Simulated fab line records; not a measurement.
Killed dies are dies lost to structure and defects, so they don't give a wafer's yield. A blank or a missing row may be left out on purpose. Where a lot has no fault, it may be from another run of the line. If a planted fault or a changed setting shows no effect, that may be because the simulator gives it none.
Lot-split experiment + flow n5Finfet + route with 1938 steps; 7 lots, 21 wafers read

== ABOUT THE SPLIT ==
At N5_GATE_CUT_COAT_35 (time 60 s, resist thk 10 nm), the setting spinRpm was moved away from the recipe's 1500 rpm on 10 of the 21 wafers read, by -10.3% to +7.7%. For the rest of the wafers, this setting stayed at what the recipe calls for.

The split's own step is where the reading is taken.

== THE READING ==
SiARC_of_GATE_CUT_COAT_35.thkNm (the simulator's own value, which no gauge read), in nm, at N5_GATE_CUT_COAT_35 (time 60 s, resist thk 10 nm). The file does not state a usual value for it.

| wafer  | tool, chamber at the split | spinRpm as run, rpm | against the recipe | SiARC_of_GATE_CUT_COAT_35.thkNm, nm | against lot-mates on the recipe |
|--------|----------------------------|---------------------|--------------------|-------------------------------------|---------------------------------|
| L074.3 | lithoTrack-01, 0           | 1346                | -10.3%             | 10.6                                | +0.6                            |
| L074.4 | lithoTrack-01, 0           | 1346                | -10.3%             | 10.6                                | +0.6                            |
| L074.6 | lithoTrack-01, 0           | 1500                | recipe             | 10                                  | -                               |
| L075.1 | lithoTrack-01, 0           | 1598                | +6.5%              | 9.6                                 | no lot-mate on the recipe       |
| L075.2 | lithoTrack-01, 0           | 1598                | +6.5%              | 9.6                                 | no lot-mate on the recipe       |
| L075.3 | lithoTrack-01, 0           | 1598                | +6.5%              | 9.6                                 | no lot-mate on the recipe       |
| L077.2 | lithoTrack-03, 0           | 1591                | +6.1%              | 9.6                                 | -0.4                            |
| L077.3 | lithoTrack-03, 0           | 1500                | recipe             | 10                                  | -                               |
| L077.5 | lithoTrack-03, 0           | 1500                | recipe             | 10                                  | -                               |
| L078.2 | lithoTrack-04, 0           | 1500                | recipe             | 10                                  | -                               |
| L078.5 | lithoTrack-04, 0           | 1500                | recipe             | 10                                  | -                               |
| L078.6 | lithoTrack-04, 0           | 1500                | recipe             | 10                                  | -                               |
| L087.1 | lithoTrack-03, 0           | 1500                | recipe             | 10                                  | -                               |
| L087.3 | lithoTrack-03, 0           | 1500                | recipe             | 10                                  | -                               |
| L087.4 | lithoTrack-03, 0           | 1500                | recipe             | 10                                  | -                               |
| L092.3 | lithoTrack-04, 0           | 1500                | recipe             | 10                                  | -                               |
| L092.4 | lithoTrack-04, 0           | 1445                | -3.7%              | 10.2                                | +0.2                            |
| L092.6 | lithoTrack-04, 0           | 1445                | -3.7%              | 10.2                                | +0.2                            |
| L097.1 | lithoTrack-04, 0           | 1616                | +7.7%              | 9.6                                 | -0.4                            |
| L097.4 | lithoTrack-04, 0           | 1616                | +7.7%              | 9.6                                 | -0.4                            |
| L097.5 | lithoTrack-04, 0           | 1500                | recipe             | 10                                  | -                               |

FIT RESULTS
A straight line over all 21 wafers: SiARC_of_GATE_CUT_COAT_35.thkNm changes by -0.0579 nm for each +1% of spinRpm; r = -1.00; the points scatter about the line by 0.021 nm.
The same after taking each lot's own level away (the mean of its wafers on the recipe; 18 wafers): -0.0568 nm for each +1%; r = -1.00; scatter 0.021 nm.
The reading moves by 0.58 nm for the largest change in spinRpm, on that fit.
The lots' own levels span 10.00 to 10.00 nm.
Hence the lot-to-lot level has little effect on the slope; both slopes agree.
Check: +0.579 nm against its lot-mates is what the line predicts for one of the wafers moved furthest among these (-10.3%) when that wafer is left out of the fit. Against them it came out at +0.6 nm.

== FURTHER SPLITS ON THESE WAFERS ==
Other splits were also applied to these wafers ahead of the reading. Each is held against what the fit with the lots' levels taken away leaves over:
| other split on the same wafers | wafers away from the commonest value | r with SiARC_of_GATE_CUT_COAT_35.thkNm (lot level and that fit taken away) |
|--------------------------------|--------------------------------------|----------------------------------------------------------------------------|
| N5_ZERO_LAYER_COAT_05 spinRpm  | 4                                    | -0.36                                                                      |
| N5_ZERO_LAYER_ETCH_18 biasW    | 6                                    | -0.13                                                                      |
| N5_FIN_SAQP_COAT_50 spinRpm    | 8                                    | +0.33                                                                      |
| N5_FIN_CUT_EXPOSE_05 doseMj    | 7                                    | -0.03                                                                      |
| N5_DUMMY_GATE_HM_DEP_06 timeS  | 15                                   | -0.21                                                                      |
| N5_DUMMY_GATE_COAT_28 spinRpm  | 10                                   | +0.17                                                                      |
| N5_SD_EPI_N_EPI_21 tempC       | 7                                    | +0.32                                                                      |
| N5_SDB_COAT_04 spinRpm         | 6                                    | +0.17                                                                      |
| N5_SDB_ALD_29 aldCycles        | 6                                    | +0.29                                                                      |

== THE FILE'S OWN FIT ==
SiARC_of_GATE_CUT_COAT_35.thkNm changes by -0.0576 nm for each +1% of spinRpm, r = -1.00.
